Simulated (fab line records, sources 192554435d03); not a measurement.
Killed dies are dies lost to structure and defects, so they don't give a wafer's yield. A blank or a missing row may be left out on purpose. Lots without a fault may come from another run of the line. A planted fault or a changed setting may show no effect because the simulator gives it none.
A struck lot beside a sound one | flow n5_finfet | 37 steps out of a route of 1938
Sound: wafers L755.3, L755.4, L755.5. Struck: wafer L769.1. (L769.3, L769.5 of the same lot were not struck and are left out.) The cause comes at the end.
At each step with rows: each side's tool, then ch and its chambers, then its first start. Under that, the readings that differ: sound wafers | struck wafers | difference of the means | sigmas: that difference in standard deviations of wafers without a fault.
alike: readings whose means differ by less than 2 such deviations, and words and numbers that are the same on both sides. not compared: withheld readings, readings that some wafer has no value for, bounds like >300 that may hide the same value, and numbers for which the record gives no deviation and whose values overlap.
The two part at a step that has a row with sigmas, a row that says differs or no value, or rows on one side only. Numbers that don't overlap but have no deviation are shown without sigmas and don't part them. A reading that every wafer of one side lacks parts them only if that side has two wafers or more.

first, 9 steps without rows for these wafers: N5_SDB_COAT_03 (time 60 s, resist thk 100 nm); N5_SDB_COAT_04 (time 60 s, resist thk 18 nm); N5_SDB_COAT_05 (resist thk 90 nm); N5_SDB_EBR_07; N5_SDB_SOFTBAKE_06 (time 60 s); N5_SDB_EXPOSE_08 (exposes mask SDB); N5_SDB_PEB_09 (peb time 60 s); N5_SDB_DEVELOP_10 (develop time 30 s); N5_SDB_DESCUM_16 (chemistry O2, time 7.9 s).
N5_SDB_ETCH_17: etches SiARC in CF4, target depth 23.4 nm, time 39 s.
  sound on rie_diel-05 ch 2,3, day 5 03:20; struck on rie_diel-05 ch 3, day 8 13:02
  alike: drypump_motor_current_A, etch_rf_on_time_s, oes_product_au, rf_vpp_V, showerhead_plenum_p_Torr, throttle_valve_pct
  not compared: rf_hours_counter_h
then, 26 steps without rows for these wafers: N5_SDB_ETCH_18 (etches SOC in N2/H2, target depth 100 nm, overetch 20 nm, time 150 s); N5_SDB_STRIP_19 (strips in N2/H2); N5_SDB_STRIP_21 (strips in CF4); N5_SDB_HM_OPEN_20 (chemistry CH3F/O2, target SiNx, stops on poly-Si, target depth 24 nm); N5_SDB_STRIP_22 (strips in N2/H2); N5_SDB_PRECLEAN_23 (cleans in dHF, time 30 s); N5_SDB_DUMMY_REMOVE_24 (chemistry TMAH, target poly-Si, stops on SiO2, target depth 142 nm, time 57 s, rinse time 30 s); N5_SDB_ETCH_25 (etches SiO2 in C4F6/O2, target depth 10 nm, time 3.3 s); N5_SDB_CUT_ETCH_26 (etches Si in HBr/Cl2/O2, target depth 129.6 nm, bt time 20 s, time 51.8 s); N5_SDB_PRECLEAN_38 (cleans in dHF, time 10 s); N5_SDB_PRECLEAN_39 (cleans in O3/DIW, time 45 s); N5_SDB_SRD_28 (time 30 s); N5_SDB_ALD_29 (deposits SiNx, target thk 30 nm, pulse time 1 s, ald cycles 600); N5_SDB_CMP_30 (polishes, stops on poly-Si, t overpolish 1.54 s, target thk 30 nm); N5_DUMMY_REMOVAL_HM_STRIP_01 (strips SiNx in CH3F/O2, stops on poly-Si, target depth 4 nm, time 6.8 s); N5_DUMMY_REMOVAL_STRIP_10 (strips in N2/H2, time 40 s); N5_DUMMY_REMOVAL_PRECLEAN_07 (cleans in dHF, time 30 s); N5_DUMMY_REMOVAL_DUMMY_REMOVE_02 (chemistry TMAH, target poly-Si, stops on SiO2, target depth 142 nm, time 57 s, rinse time 30 s); N5_DUMMY_REMOVAL_PRECLEAN_08 (cleans in NF3:NH3, afs cycles 2, time 20 s, sublimation time 60 s); N5_DUMMY_REMOVAL_PRECLEAN_04 (cleans in DHF, time 37 s); N5_DUMMY_REMOVAL_SRD_05 (time 30 s); N5_HKMG_FIN_IL_REGROW_00 (material SiO2, chemistry O3, target thk 0.75 nm, time 30 s); N5_HKMG_FIN_HK_ALD_01 (deposits HfO2, target thk 1.6 nm, pulse time 3 s, purge time 3 s); N5_HKMG_FIN_HK_ANNEAL_02 (time 30 s); N5_HKMG_FIN_ALD_74 (deposits La2O3, target thk 0.5 nm, pulse time 6 s, co reactant pulse time 1 s); N5_HKMG_FIN_ALD_75 (deposits Al2O3, target thk 1 nm, co reactant pulse time 1 s).
-- the record jumps here: 8 days lie between the struck wafers' starts before and after (it left off in module HKMG_FIN and takes up again in module PASSIVATION, whose first step shown is number 1936 of the route) --
N5_PASSIVATION_PROBE_49:
  the record has rows for the struck wafers here (prober-02, day 16 23:11) and none for the sound ones

WHERE THEY PART
Only at N5_PASSIVATION_PROBE_49, within this record.

WHY: what the simulator had put in
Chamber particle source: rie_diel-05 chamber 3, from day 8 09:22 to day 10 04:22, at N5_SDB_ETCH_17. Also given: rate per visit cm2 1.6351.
